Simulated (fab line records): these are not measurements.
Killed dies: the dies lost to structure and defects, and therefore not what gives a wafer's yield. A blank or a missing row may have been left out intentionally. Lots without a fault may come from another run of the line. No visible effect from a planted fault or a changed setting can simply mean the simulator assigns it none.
fab line records	flow n5-finfet
record lots=5	wafers=13	last-day=15
route steps=1938 shown BEOL_M4@1099 BEOL_M5@1112 BEOL_M11@1540 PASSIVATION@1936
lots with no fault: from the same line, run without faults
start-h: hours from the record's first day to the start of the lot's first wafer shown	wait-h: hours from the lot's prior step to this one	" repeats the value in the row above	L1.1+2: several wafers, shown together as one row	- no value present, or no start provided	* or withheld: withheld	< > ~ a bound
route shown NAME@n: NAME is a module with steps in the file, n the number in the route of the first one	usual: the fault-free wafers' mean and standard deviation	same: alike in all rows	chamber/n: place in a boat	sites: readings site by site	_std_site: how widely they spread, as a standard deviation	_edge_site: mean of outer sites minus mean of inner sites	radius-mm: for every site, how far away it sits from the centre of the wafer	mask NAME#n: copy n	behind: the tool/chamber that last shaped the wafer	hold: why the lot went on hold/how many hours it stayed there/how the hold came to an end	device: names the non-switching transistor (n, p or np)	end of line: tests run on the same wafers once the route is complete	for a step that has no rows: nothing shown but its recipe	killed: count of dies lost to structure and defects at first sort (not the wafer's yield)	map: per-die view of a wafer (x killed, . not killed, _ where there is no die)
set.NAME: the setting as run; set.NAME@STEP: as run at that earlier step	model.NAME: the simulator's own value behind a step, which no gauge read
lots at selected steps of the route; one table per step, one row per wafer
services: the hour from which a tool's chamber was out of use, counted from the record's first day as start-h (under 0 if before that day), plus the number of hours and why
## steps
# step N5_BEOL_M4_ANNEAL_95
# recipe temp-c=400	time-s=240	ambient=vacuum
# step N5_BEOL_M4_SPUTTER_96
# recipe material=Cu	target-thk-a=45	temp-c=-20	chamber-pressure-pa=0.07	power-w=withheld	time-s=8.29
# step N5_BEOL_M4_ECD_50
# recipe material=Cu	target-thk-a=3000
# step N5_BEOL_M4_ANNEAL_51
# recipe temp-c=225	time-s=90	ambient=N2
# step N5_BEOL_M4_CMP_52
# recipe stop-on=SiOC	t-overpolish-s=6.8	down-force-psi=1	platen-rpm=50	clearing-platen-down-force-psi=1.5	clearing-platen-rpm=50	post-cmp-clean=cu-alkaline	target-thk-nm=40	clearing-platen-pad-velocity-m-s=0.99484	pad-velocity-m-s=0.99484
# step N5_BEOL_M4_PRE_CLEAN_60
# recipe gas=NH3/H2	time-s=15	temp-c=*	rf-power-w=300
# step N5_BEOL_M4_CO_CAP_55
# recipe material=Co	target-thk-a=20	temp-c=200	precursor=CCTBA/H2	pressure-torr=30	time-s=102.1
# step N5_BEOL_M4_PRE_CLEAN_56
# recipe gas=NH3	time-s=15	temp-c=withheld	rf-power-w=300
# step N5_BEOL_M4_DEP_57
# recipe material=SiCN	target-thk-a=80	temp-c=withheld	precursor=3MS/NH3	pressure-torr=3	rf-w=202	time-s=14
# step N5_BEOL_M4_RC_MEAS_101
# usual DIBL_N=36.4/1.5	DIBL_P=36.6/1.9	IOFF_N=0.155/0.021	IOFF_P=0.211/0.028	ION_N=671/8.6	ION_P=462/5.8	SS_N=71.5/0.5	SS_P=73.4/0.58	VT_N=250.1/2.4	VT_P=-250.1/3
lot.wafer	tool	chamber	start-h	wait-h	DIBL_N[mV/V]	DIBL_P[mV/V]	IOFF_N[nA/um]	IOFF_P[nA/um]	ION_N[uA/um]	ION_P[uA/um]	SS_N[mV/dec]	SS_P[mV/dec]	VT_N[mV]	VT_P[mV]
L905.4	prober-01	0	191.08	0.5	34.7	35.2	0.135	0.227	659	461	71.0	73.1	252.8	-248.1
L905.5	"	0	"	"	33.6	33.5	0.119	0.195	660	462	71.0	72.6	255.6	-248.2
L905.6	"	0	"	"	33.8	33.9	0.128	0.205	658	452	70.2	72.9	253.1	-251.0
L912.1	prober-01	0	236.66	0.0	37.9	36.6	0.174	0.260	679	470	71.2	74.1	248.3	-245.9
L912.3	"	0	"	"	35.9	33.9	0.145	0.215	672	467	71.5	73.4	248.4	-244.7
L912.4	"	0	"	"	36.7	35.3	0.170	0.243	681	476	71.0	73.4	247.0	-244.5
L911.1	prober-02	0	236.97	0.0	35.7	34.6	0.131	0.167	664	459	71.4	73.1	253.5	-252.8
L911.5	"	0	"	"	35.8	34.8	0.128	0.170	660	449	71.3	73.0	255.4	-253.6
L913.1	prober-01	0	244.20	0.0	36.8	35.1	0.138	0.189	666	460	71.4	72.8	250.7	-253.3
L913.2	"	0	"	"	37.1	35.7	0.148	0.196	671	460	71.5	72.9	251.4	-253.0
L913.4	"	0	"	"	36.1	34.0	0.129	0.175	666	456	70.4	72.6	252.9	-252.5
L915.4	prober-02	0	253.60	0.5	36.7	36.6	0.153	0.218	681	468	71.5	73.7	247.8	-251.6
L915.5	"	0	"	"	36.9	36.5	0.154	0.214	664	458	72.1	73.5	247.7	-249.8
# step N5_BEOL_M5_ILD_DEP_00
# recipe material=SiCOH_lowk	target-thk-a=1406.4	temp-c=300	precursor=DEMS/porogen	pressure-torr=5	rf-w=500	time-s=25.9
# step N5_BEOL_M5_CURE_79
# recipe temp-c=385	time-s=240	ambient=He/Ar	material=SiCOH_lowk
# step N5_BEOL_M5_PECVD_70
# recipe material=SiO2	target-thk-a=160	temp-c=400	precursor=TEOS/O2	pressure-torr=5.5	rf-w=450	teos-flow-sccm=53.8	gas=O2	flow-sccm=3000	time-s=18
# step N5_BEOL_M5_HM_DEP_02
# recipe material=TiN	target-thk-a=200	temp-c=25	chamber-pressure-pa=0.49996
# step N5_BEOL_M5_COAT_59
# recipe resist=SOC	temp-c=250	time-s=60	spin-rpm=1500	resist-thk-nm=60
# step N5_BEOL_M5_COAT_60
# recipe resist=SiARC	temp-c=220	time-s=60	spin-rpm=1500	resist-thk-nm=12
# step N5_BEOL_M5_COAT_71
# recipe resist=underlayer	temp-c=205	time-s=60	spin-rpm=1500	resist-thk-nm=5
# step N5_BEOL_M5_COAT_05
# recipe resist=CAR-EUV	spin-rpm=1500	resist-thk-nm=30
# step N5_BEOL_M5_EBR_07
# recipe solvent=PGMEA	ebr-width-mm=1.5
# step N5_BEOL_M5_SOFTBAKE_06
# recipe temp-c=110	time-s=60	resist=CAR-EUV
# step N5_BEOL_M5_EXPOSE_08
# recipe mask-id=M5	na=0.33	source-shape=annular	sigma-inner=0.4	sigma-outer=0.8	polarization=unpolarized	target-cd-nm=28	dose-mj=35.75
# step N5_BEOL_M5_PEB_09
# recipe peb-temp-c=100	peb-time-s=60	resist=CAR-EUV
# step N5_BEOL_M5_DEVELOP_10
# recipe develop-time-s=30	developer=TMAH	resist=CAR-EUV	rinse-liquid=surfactant-rinse	dry=air-spin	dev-temp-c=23
# step N5_BEOL_M5_DESCUM_16
# recipe chemistry=O2	time-s=7	source-power-w=50	bias-power-w=20	pressure-mtorr=20	rf-frequency-hz=2.712e+07	temp-c=40	resist=CAR-EUV	o2-flow-sccm=225
# step N5_BEOL_M5_ETCH_72
# recipe chemistry=N2/H2	target=underlayer	target-depth-a=65	mask-material=CAR-EUV	time-s=5.2	ion-energy-ev=200	pressure-mtorr=30	source-w=840	bias-w=150	n2-flow-sccm=200	h2-flow-sccm=200	ends=cleared
# step N5_BEOL_M5_ETCH_61
# recipe chemistry=CF4	target=SiARC	target-depth-a=156	mask-material=CAR-EUV	time-s=26	ion-energy-ev=80	pressure-mtorr=40	source-w=545	bias-w=36	Ar_flow_sccm=100	cf4-flow-sccm=100	ends=cleared
# step N5_BEOL_M5_ETCH_62
# recipe chemistry=N2/H2	target=SOC	target-depth-a=750	overetch-a=150	mask-material=SiARC	temp-c=40	time-s=112.5	ion-energy-ev=200	pressure-mtorr=30	source-w=840	bias-w=150	n2-flow-sccm=200	h2-flow-sccm=200
# step N5_BEOL_M5_STRIP_63
# recipe chemistry=N2/H2	temp-c=40	n2-flow-sccm=200	h2-flow-sccm=200	rf-frequency-hz=6e+07
# step N5_BEOL_M5_STRIP_73
# recipe chemistry=N2/H2	temp-c=40	n2-flow-sccm=200	h2-flow-sccm=200	rf-frequency-hz=6e+07
# step N5_BEOL_M5_STRIP_64
# recipe chemistry=CF4	resist=SiARC	power-w=300	bias-power-w=75	pressure-mtorr=50	cf4-flow-sccm=150	rf-frequency-hz=6e+07
# step N5_BEOL_M5_HM_OPEN_17
# recipe chemistry=Cl2/BCl3	target-depth-a=200	overetch-a=60	target=TiN	mask-material=SOC	ion-energy-ev=150	pressure-mtorr=10	icp-w=1000	bias-w=126	Cl2_flow_sccm=53.25	bcl3-flow-sccm=21.75	Ar_flow_sccm=25
# step N5_BEOL_M5_STRIP_19
# recipe chemistry=O2	power-w=400	temp-c=40	pressure-mtorr=30	rf-frequency-hz=6e+07	bias-power-w=0	overash-fraction=0.2	o2-flow-sccm=225
# step N5_BEOL_M5_COAT_65
# recipe resist=SOC	temp-c=250	time-s=60	spin-rpm=1500	resist-thk-nm=60
# step N5_BEOL_M5_COAT_66
# recipe resist=SiARC	temp-c=220	time-s=60	spin-rpm=1500	resist-thk-nm=12
# step N5_BEOL_M11_HM_DEP_02
# recipe material=TiN	target-thk-a=200	temp-c=25	chamber-pressure-pa=0.49996
# usual throttle-valve-pct=30.0/0.99
lot.wafer	tool	chamber	start-h	wait-h	throttle-valve-pct	model.TiN_of_BEOL_M11_HM_DEP_02.thk-nm
L905.4	pvd-sputter-01	-	243.55	0.7	30.9	20.4
L905.5	"	-	"	"	30.4	20.4
L905.6	"	-	"	"	30.9	20.4
L911.1	pvd-sputter-01	-	291.58	0.7	30.6	20
L911.5	"	-	"	"	30.6	36
L912.1	pvd-sputter-01	-	291.92	0.5	29.5	19.8
L912.3	"	-	"	"	30.7	35.8
L912.4	"	-	"	"	29.9	19.6
L913.1	pvd-sputter-03	-	299.39	0.8	28.1	19.8
L913.2	"	-	"	"	28.7	19.8
L913.4	"	-	"	"	31.4	19.6
L915.4	pvd-sputter-01	-	310.79	1.3	29.2	20
L915.5	"	-	"	"	30.1	35.8
# step N5_BEOL_M11_HM_OPEN_17
# recipe chemistry=Cl2/BCl3	target-depth-a=200	overetch-a=60	target=TiN	mask-material=SOC	ion-energy-ev=150	pressure-mtorr=10	icp-w=1000	bias-w=126	Cl2_flow_sccm=53.25	bcl3-flow-sccm=21.75	Ar_flow_sccm=25
# usual bias-w=126.0/0.38	drypump-motor-current-A=5.44/0.13	mfc-cl2-sccm=53.27/0.13	oes-product-au=0.67/0.08	throttle-valve-pct=22.20/0.19
lot.wafer	tool	chamber	start-h	wait-h	bias-w	drypump-motor-current-A	mfc-cl2-sccm	oes-product-au	rf-hours-counter-h	throttle-valve-pct	model.etch.depth-nm
L905.4	rie-metal-03	0	244.46	0.1	126.0	5.41	53.23	0.60	-	22.38	20.38
L905.5	"	0	"	"	126.1	5.35	53.20	0.60	-	22.40	20.34
L905.6	"	1	"	"	126.4	5.44	53.13	0.78	-	22.01	20.31
L911.1	rie-metal-03	0	292.32	0.0	125.9	5.38	53.22	0.59	75	22.41	19.96
L911.5	"	1	"	"	126.0	5.46	53.33	0.90	-	21.79	26.89
L912.1	rie-metal-03	1	292.78	0.0	125.5	5.43	53.36	0.75	13	22.01	19.79
L912.3	"	0	"	"	125.5	5.40	53.30	0.69	-	22.19	26.42
L912.4	"	1	"	"	125.4	5.42	53.45	0.74	-	22.03	19.5
L913.1	rie-metal-01	0	300.25	0.0	126.3	5.42	53.24	0.67	36	22.29	19.72
L913.2	"	1	"	"	126.1	5.40	53.36	0.58	87	22.19	19.85
L913.4	"	1	"	"	125.6	5.40	53.17	0.58	-	22.21	19.68
L915.4	rie-metal-01	0	311.82	0.1	125.7	5.40	53.35	0.67	-	22.27	19.95
L915.5	"	0	"	"	126.0	5.41	53.56	0.80	-	22.08	26.49
# step N5_BEOL_M11_VIA_ETCH_34
# recipe chemistry=C4F6/O2	target=SiCOH_lowk	target-depth-a=1845	mask-material=SOC	taper-deg=4	time-s=69.2	ion-energy-ev=250	pressure-mtorr=30	source-w=345	bias-w=185	Ar_flow_sccm=300	C4F6_flow_sccm=10	O2_flow_sccm=10
# usual bias-w=185.1/0.51	drypump-motor-current-A=5.6/0.45	oes_f_703_au=0.80/0.085	oes-product-au=0.80/0.093	rf-vpp-V=664/12	showerhead-plenum-p-Torr=2.86/0.086	throttle-valve-pct=20.85/0.22
# same time-s=69.2
lot.wafer	tool	chamber	start-h	wait-h	bias-w	drypump-motor-current-A	oes_f_703_au	oes-product-au	rf-hours-counter-h	rf-vpp-V	showerhead-plenum-p-Torr	throttle-valve-pct
L905.4	rie-diel-05	2	247.31	0.0	184.7	6.4	0.67	0.68	-	677	2.69	21.19
L905.5	"	3	"	"	185.0	5.5	0.74	0.74	-	650	2.73	21.10
L905.6	"	1	"	"	186.6	5.0	0.70	0.70	-	658	2.92	20.79
L912.1	rie-diel-03	3	294.47	0.0	184.2	5.4	0.68	0.66	236	662	2.82	21.01
L912.3	"	2	"	"	185.9	4.8	0.88	0.33	42	654	2.90	20.70
L912.4	"	1	"	"	184.7	5.4	0.78	0.77	144	660	2.86	20.86
L911.1	rie-diel-02	2	294.64	0.0	185.0	5.2	0.76	0.74	189	647	2.82	21.00
L911.5	"	1	"	"	184.6	5.4	0.80	0.31	-	675	2.87	20.45
L913.1	rie-diel-05	0	302.02	0.0	184.8	6.5	0.94	0.94	19	668	2.80	21.00
L913.2	"	3	"	"	184.6	5.5	0.72	0.71	210	648	2.72	21.14
L913.4	"	3	"	"	185.2	5.5	0.73	0.72	-	648	2.72	21.14
L915.4	rie-diel-02	2	313.84	0.0	186.0	5.2	0.75	0.74	197	647	2.82	21.02
L915.5	"	3	"	"	184.7	5.7	0.72	0.27	-	678	2.94	20.82
# step N5_BEOL_M11_TRENCH_ETCH_37
# recipe chemistry=C4F6/O2	target-depth-a=1488.3	target=SiCOH_lowk	time-s=48	ion-energy-ev=250	pressure-mtorr=30	source-w=345	bias-w=185	Ar_flow_sccm=300	C4F6_flow_sccm=10	O2_flow_sccm=10
# usual bias-w=184.9/0.61	drypump-motor-current-A=5.6/0.45	oes_f_703_au=0.80/0.085	oes-product-au=0.80/0.094	rf-vpp-V=664/12	showerhead-plenum-p-Torr=2.86/0.086	throttle-valve-pct=20.88/0.21
# same time-s=48
lot.wafer	tool	chamber	start-h	wait-h	bias-w	drypump-motor-current-A	oes_f_703_au	oes-product-au	rf-hours-counter-h	rf-vpp-V	showerhead-plenum-p-Torr	throttle-valve-pct	model.TiN_of_BEOL_M11_HM_DEP_02.thk-nm
L905.4	rie-diel-05	2	-	-	185.0	6.4	0.68	0.68	-	677	2.69	21.23	16.2
L905.5	"	3	"	"	184.1	5.5	0.74	0.73	-	650	2.73	21.12	16.2
L905.6	"	1	"	"	184.8	5.0	0.71	0.69	-	659	2.92	20.83	16.4
L912.1	rie-diel-03	3	-	-	185.4	5.3	0.68	0.67	236	662	2.82	21.04	15.8
L912.3	"	2	"	"	185.0	4.8	0.89	0.87	42	654	2.90	20.88	31.8
L912.4	"	1	"	"	185.7	5.4	0.78	0.77	144	660	2.86	20.88	15.4
L911.1	rie-diel-02	2	-	-	184.1	5.2	0.76	0.75	190	648	2.82	21.02	15.8
L911.5	"	1	"	"	183.3	5.4	0.81	0.83	-	674	2.87	20.65	31.8
L913.1	rie-diel-05	0	-	-	184.1	6.5	0.93	0.94	19	667	2.80	21.02	15.6
L913.2	"	3	"	"	183.7	5.5	0.72	0.71	210	650	2.72	21.17	15.8
L913.4	"	3	"	"	184.5	5.5	0.72	0.72	-	648	2.72	21.18	15.6
L915.4	rie-diel-02	2	-	-	184.1	5.2	0.74	0.74	197	649	2.82	21.06	15.8
L915.5	"	3	"	"	184.2	5.8	0.72	0.72	-	678	2.94	21.01	31.6
# step N5_BEOL_M11_OCD_MEAS_38
# usual trench-depth-nm=149.3/2.1
lot.wafer	tool	chamber	start-h	wait-h	trench-depth-nm
L905.4	ocd-02	-	247.58	-	147.9
L905.5	"	-	"	"	149.0
L905.6	"	-	"	"	143.9
L912.1	ocd-02	-	294.75	-	145.9
L912.3	"	-	"	"	-
L912.4	"	-	"	"	148.7
L911.1	ocd-02	-	294.93	-	148.3
L911.5	"	-	"	"	-
L913.1	ocd-01	-	302.30	-	150.9
L913.2	"	-	"	"	147.4
L913.4	"	-	"	"	148.2
L915.4	ocd-01	-	314.13	-	149.7
L915.5	"	-	"	"	-
# step N5_BEOL_M11_CD_MEAS_35
# recipe target-cd-nm=70	polarity=opening
# usual cd-nm=69.9/0.47
lot.wafer	tool	chamber	start-h	wait-h	cd-nm
L905.4	cd-sem-01	-	247.73	0.0	69.7
L905.5	"	-	"	"	69.7
L905.6	"	-	"	"	69.7
L912.1	cd-sem-01	-	294.90	0.0	69.7
L912.3	"	-	"	"	-
L912.4	"	-	"	"	69.5
L911.1	cd-sem-03	-	295.08	0.0	69.4
L911.5	"	-	"	"	-
L913.1	cd-sem-03	-	302.46	0.0	69.8
L913.2	"	-	"	"	69.7
L913.4	"	-	"	"	70.3
L915.4	cd-sem-02	-	314.38	0.0	69.9
L915.5	"	-	"	"	-
# step N5_PASSIVATION_PROBE_49
# usual defect-limited-yield=91.5/1.4	killed_at_M0_to_M3=33/10	killed_at_M4_up=13/5	killed-at-contacts=13/5.6	killed-at-front-end=38/12	killed-at-other=3.9/2.7	killed-dies=100/16	killed-on-rim=13/4	killed-open=66/13	killed-short=32/7.2	sort_bin_5_function=5.0/0.97	sort_bin_6_memory=3.2/0.61	sort-n-pass=1080/16	sort-yield-pct=91.5/1.4
# same gross-dies=1180	killed-at-back-side=0	sort_bin_4_leakage[%]=0	sort_bin_8_speed[%]=0
lot.wafer	tool	chamber	start-h	wait-h	defect-limited-yield[%]	killed_at_M0_to_M3	killed_at_M4_up	killed-at-contacts	killed-at-front-end	killed-at-other	killed-dies	killed-on-rim	killed-open	killed-short	sort_bin_5_function[%]	sort_bin_6_memory[%]	sort-n-pass	sort-yield-pct[%]
L905.4	prober-01	-	296.49	0.2	91.3	31	7	26	36	3	103	15	76	25	5.8	2.7	1077	91.3
L905.5	prober-01	-	296.54	0.2	91.2	37	14	17	34	2	104	15	63	38	5.3	3.3	1076	91.2
L905.6	prober-01	-	296.59	0.3	91.5	47	11	16	23	3	100	18	57	41	5.8	2.3	1080	91.5
L911.5	prober-02	-	336.49	0.2	0	38	1095	9	28	10	1180	152	75	25	96.7	3.1	0	0
L912.1	prober-01	-	337.01	0.0	88.8	59	13	19	41	0	132	15	89	43	6.7	4.1	1048	88.8
L912.3	prober-01	-	337.11	0.1	0	53	1072	10	41	4	1180	152	71	38	96.5	3.2	0	0
L912.4	prober-01	-	337.16	0.2	88.5	61	12	16	44	3	136	13	92	42	7.5	3.4	1044	88.5
L915.4	prober-02	-	356.90	0.2	92.3	49	10	7	20	5	91	15	66	22	5.1	2.5	1089	92.3
L915.5	prober-02	-	356.95	0.2	0	30	1097	10	37	6	1180	152	68	22	96.3	3.6	0	0
# killed by level:class
L905.4 MOL_CONTACT_COAG:geometric-particle:open=19 STI_FIN_REVEAL:geometric-particle:open=13 BEOL_M2:geometric-particle:open=9 MOL_CONTACT_COAG:geometric-particle:short=7 BEOL_M0_SAQP:geometric-particle:short=6 FIN_SAQP:geometric-particle:open=5 BEOL_M0_SAQP:geometric-particle:open=5 DUMMY_GATE:geometric-particle:open=3
L905.5 MOL_CONTACT_COAG:geometric-particle:open=12 STI_FIN_REVEAL:geometric-particle:open=11 BEOL_M0_SAQP:geometric-particle:short=11 BEOL_M0_SAQP:geometric-particle:open=9 BEOL_M2:geometric-particle:open=6 FIN_SAQP:geometric-particle:short=5 MOL_CONTACT_COAG:geometric-particle:short=5 DUMMY_GATE:geometric-particle:open=4
L905.6 BEOL_M0_SAQP:geometric-particle:short=16 MOL_CONTACT_COAG:geometric-particle:open=12 BEOL_M0_SAQP:geometric-particle:open=11 BEOL_M2:geometric-particle:open=10 FIN_SAQP:geometric-particle:open=4 MOL_CONTACT_COAG:geometric-particle:short=4 BEOL_M0:geometric-particle:open=4 STI_FIN_REVEAL:geometric-particle:open=3
L911.5 BEOL_M11:area-open=1079 BEOL_M0_SAQP:geometric-particle:open=16 MOL_CONTACT_COAG:geometric-particle:open=8 BEOL_M0_SAQP:geometric-particle:short=8 FIN_SAQP:geometric-particle:open=6 BEOL_M2:geometric-particle:open=6 BEOL_M5:geometric-particle:open=5 STI_FIN_REVEAL:geometric-particle:open=4
L912.1 MOL_CONTACT_COAG:geometric-particle:open=17 BEOL_M0_SAQP:geometric-particle:short=12 FIN_SAQP:geometric-particle:open=10 BEOL_M1:geometric-particle:open=10 BEOL_M2:geometric-particle:open=10 BEOL_M0_SAQP:geometric-particle:open=10 STI_FIN_REVEAL:geometric-particle:open=9 BEOL_M2:geometric-particle:short=5
L912.3 BEOL_M11:area-open=1069 BEOL_M2:geometric-particle:open=11 BEOL_M1:geometric-particle:open=11 BEOL_M0_SAQP:geometric-particle:open=11 STI_FIN_REVEAL:geometric-particle:open=10 DUMMY_GATE:geometric-particle:open=8 MOL_CONTACT_COAG:geometric-particle:open=8 BEOL_M0_SAQP:geometric-particle:short=8
L912.4 MOL_CONTACT_COAG:geometric-particle:open=15 BEOL_M0_SAQP:geometric-particle:open=13 BEOL_M0_SAQP:geometric-particle:short=12 FIN_SAQP:geometric-particle:open=11 BEOL_M1:geometric-particle:open=10 BEOL_M2:geometric-particle:open=10 FIN_SAQP:geometric-particle:short=8 STI_FIN_REVEAL:geometric-particle:open=7
L915.4 BEOL_M3:geometric-particle:open=17 BEOL_M1:geometric-particle:open=10 BEOL_M2:geometric-particle:open=8 MOL_CONTACT_COAG:geometric-particle:open=6 BEOL_M4:geometric-particle:open=5 STARTING-WAFER:geometric-particle:short=3 GATE_CUT:geometric-particle:short=3 BEOL_M0_SAQP:geometric-particle:short=3
L915.5 BEOL_M11:area-open=1090 BEOL_M2:geometric-particle:open=12 MOL_CONTACT_COAG:geometric-particle:open=10 BEOL_M0:geometric-particle:open=6 FIN_SAQP:geometric-particle:short=5 STI_FIN_REVEAL:geometric-particle:open=5 FIN_SAQP:geometric-particle:open=4 ILD0:geometric-particle:open=4
# map L911.5 (x killed, . not)
_________________xxxxxxxxxxxx________________
______________xxxxxxxxxxxxxxxxxx_____________
___________xxxxxxxxxxxxxxxxxxxxxxxx__________
__________xxxxxxxxxxxxxxxxxxxxxxxxxx_________
________xxxxxxxxxxxxxxxxxxxxxxxxxxxxxx_______
_______xxxxxxxxxxxxxxxxxxxxxxxxxxxxxxxx______
______xxxxxxxxxxxxxxxxxxxxxxxxxxxxxxxxxx_____
_____xxxxxxxxxxxxxxxxxxxxxxxxxxxxxxxxxxxx____
____xxxxxxxxxxxxxxxxxxxxxxxxxxxxxxxxxxxxxx___
___xxxxxxxxxxxxxxxxxxxxxxxxxxxxxxxxxxxxxxxx__
___xxxxxxxxxxxxxxxxxxxxxxxxxxxxxxxxxxxxxxxx__
__xxxxxxxxxxxxxxxxxxxxxxxxxxxxxxxxxxxxxxxxxx_
__xxxxxxxxxxxxxxxxxxxxxxxxxxxxxxxxxxxxxxxxxx_
_xxxxxxxxxxxxxxxxxxxxxxxxxxxxxxxxxxxxxxxxxxxx
_xxxxxxxxxxxxxxxxxxxxxxxxxxxxxxxxxxxxxxxxxxxx
_xxxxxxxxxxxxxxxxxxxxxxxxxxxxxxxxxxxxxxxxxxxx
_xxxxxxxxxxxxxxxxxxxxxxxxxxxxxxxxxxxxxxxxxxxx
_xxxxxxxxxxxxxxxxxxxxxxxxxxxxxxxxxxxxxxxxxxxx
_xxxxxxxxxxxxxxxxxxxxxxxxxxxxxxxxxxxxxxxxxxxx
_xxxxxxxxxxxxxxxxxxxxxxxxxxxxxxxxxxxxxxxxxxxx
_xxxxxxxxxxxxxxxxxxxxxxxxxxxxxxxxxxxxxxxxxxxx
__xxxxxxxxxxxxxxxxxxxxxxxxxxxxxxxxxxxxxxxxxx_
__xxxxxxxxxxxxxxxxxxxxxxxxxxxxxxxxxxxxxxxxxx_
___xxxxxxxxxxxxxxxxxxxxxxxxxxxxxxxxxxxxxxxx__
___xxxxxxxxxxxxxxxxxxxxxxxxxxxxxxxxxxxxxxxx__
____xxxxxxxxxxxxxxxxxxxxxxxxxxxxxxxxxxxxxx___
_____xxxxxxxxxxxxxxxxxxxxxxxxxxxxxxxxxxxx____
______xxxxxxxxxxxxxxxxxxxxxxxxxxxxxxxxxx_____
_______xxxxxxxxxxxxxxxxxxxxxxxxxxxxxxxx______
________xxxxxxxxxxxxxxxxxxxxxxxxxxxxxx_______
__________xxxxxxxxxxxxxxxxxxxxxxxxxx_________
___________xxxxxxxxxxxxxxxxxxxxxxxx__________
______________xxxxxxxxxxxxxxxxxx_____________
_________________xxxxxxxxxxxx________________
# map L912.3 (x killed, . not)
_________________xxxxxxxxxxxx________________
______________xxxxxxxxxxxxxxxxxx_____________
___________xxxxxxxxxxxxxxxxxxxxxxxx__________
__________xxxxxxxxxxxxxxxxxxxxxxxxxx_________
________xxxxxxxxxxxxxxxxxxxxxxxxxxxxxx_______
_______xxxxxxxxxxxxxxxxxxxxxxxxxxxxxxxx______
______xxxxxxxxxxxxxxxxxxxxxxxxxxxxxxxxxx_____
_____xxxxxxxxxxxxxxxxxxxxxxxxxxxxxxxxxxxx____
____xxxxxxxxxxxxxxxxxxxxxxxxxxxxxxxxxxxxxx___
___xxxxxxxxxxxxxxxxxxxxxxxxxxxxxxxxxxxxxxxx__
___xxxxxxxxxxxxxxxxxxxxxxxxxxxxxxxxxxxxxxxx__
__xxxxxxxxxxxxxxxxxxxxxxxxxxxxxxxxxxxxxxxxxx_
__xxxxxxxxxxxxxxxxxxxxxxxxxxxxxxxxxxxxxxxxxx_
_xxxxxxxxxxxxxxxxxxxxxxxxxxxxxxxxxxxxxxxxxxxx
_xxxxxxxxxxxxxxxxxxxxxxxxxxxxxxxxxxxxxxxxxxxx
_xxxxxxxxxxxxxxxxxxxxxxxxxxxxxxxxxxxxxxxxxxxx
_xxxxxxxxxxxxxxxxxxxxxxxxxxxxxxxxxxxxxxxxxxxx
_xxxxxxxxxxxxxxxxxxxxxxxxxxxxxxxxxxxxxxxxxxxx
_xxxxxxxxxxxxxxxxxxxxxxxxxxxxxxxxxxxxxxxxxxxx
_xxxxxxxxxxxxxxxxxxxxxxxxxxxxxxxxxxxxxxxxxxxx
_xxxxxxxxxxxxxxxxxxxxxxxxxxxxxxxxxxxxxxxxxxxx
__xxxxxxxxxxxxxxxxxxxxxxxxxxxxxxxxxxxxxxxxxx_
__xxxxxxxxxxxxxxxxxxxxxxxxxxxxxxxxxxxxxxxxxx_
___xxxxxxxxxxxxxxxxxxxxxxxxxxxxxxxxxxxxxxxx__
___xxxxxxxxxxxxxxxxxxxxxxxxxxxxxxxxxxxxxxxx__
____xxxxxxxxxxxxxxxxxxxxxxxxxxxxxxxxxxxxxx___
_____xxxxxxxxxxxxxxxxxxxxxxxxxxxxxxxxxxxx____
______xxxxxxxxxxxxxxxxxxxxxxxxxxxxxxxxxx_____
_______xxxxxxxxxxxxxxxxxxxxxxxxxxxxxxxx______
________xxxxxxxxxxxxxxxxxxxxxxxxxxxxxx_______
__________xxxxxxxxxxxxxxxxxxxxxxxxxx_________
___________xxxxxxxxxxxxxxxxxxxxxxxx__________
______________xxxxxxxxxxxxxxxxxx_____________
_________________xxxxxxxxxxxx________________
## services
tool	chamber	start-h	hours	kind
rie-diel-05	0	241.21	-	clean
rie-diel-05	0	241.21	-	consumable-replace:focus-ring
rie-diel-05	0	241.21	16.2	scheduled-down
rie-diel-05	0	241.21	16.2	vent-cycle
rie-diel-02	-	243.38	28.1	pm
rie-diel-05	-	253.86	0.2	repair
rie-diel-05	2	270.57	-	clean
rie-diel-05	2	270.57	-	consumable-replace:focus-ring
rie-diel-05	2	270.57	-	consumable-replace:showerhead
rie-diel-05	2	270.57	31.4	scheduled-down
rie-diel-05	2	270.57	31.4	vent-cycle
rie-diel-02	3	290.29	7.6	repair
rie-diel-02	1	297.44	11.5	repair
rie-diel-03	0	312.23	12.7	repair
rie-diel-05	1	313.46	-	clean
rie-diel-05	1	313.46	-	consumable-replace:focus-ring
rie-diel-05	1	313.46	15.3	scheduled-down
rie-diel-05	1	313.46	15.3	vent-cycle
## key
first-sign step=N5_BEOL_M11_VIA_ETCH_34	reading=oes-product-au	direction=down	sigmas=5.4	usual=0.80	struck=0.30
effect step=N5_BEOL_M11_OCD_MEAS_38	reading=trench-depth-nm	direction=missing
effect step=N5_BEOL_M11_CD_MEAS_35	reading=cd-nm	direction=missing
effect step=N5_PASSIVATION_PROBE_49	reading=killed_at_M4_up	direction=up	sigmas=99+	usual=13	struck=1088
model-effect step=N5_BEOL_M11_HM_DEP_02	value=TiN_of_BEOL_M11_HM_DEP_02.thk-nm	without=19.67	struck=35.87
model-effect step=N5_BEOL_M11_HM_OPEN_17	value=etch.depth-nm	without=19.73	struck=26.6
model-effect step=N5_BEOL_M11_TRENCH_ETCH_37	value=TiN_of_BEOL_M11_HM_DEP_02.thk-nm	without=15.67	struck=31.73
more-kills-born-at N5_BEOL_M11_HM_OPEN_17@rie-metal-03=2148	N5_BEOL_M11_HM_OPEN_17@rie-metal-01=1090
met-at N5_BEOL_M11_HM_DEP_02
struck-wafers L911.5,L912.3,L915.5
later-rows-left-out L911.5,L912.3,L915.5
onset-between 243.55 291.58
fault kind=process-parameter-drift	tool=pvd-sputter-01	chamber=-	onset-h=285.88	steps=N5_BEOL_M11_HM_DEP_02	channel=target-thk-a	offset=*	shape=step	end-h=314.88	scope=struck-wafers-only	acts-in=*	stated=*
# later-rows-left-out: the simulator's readings of these wafers behind a module that went badly wrong aren't trusted and aren't shown, but for the sort
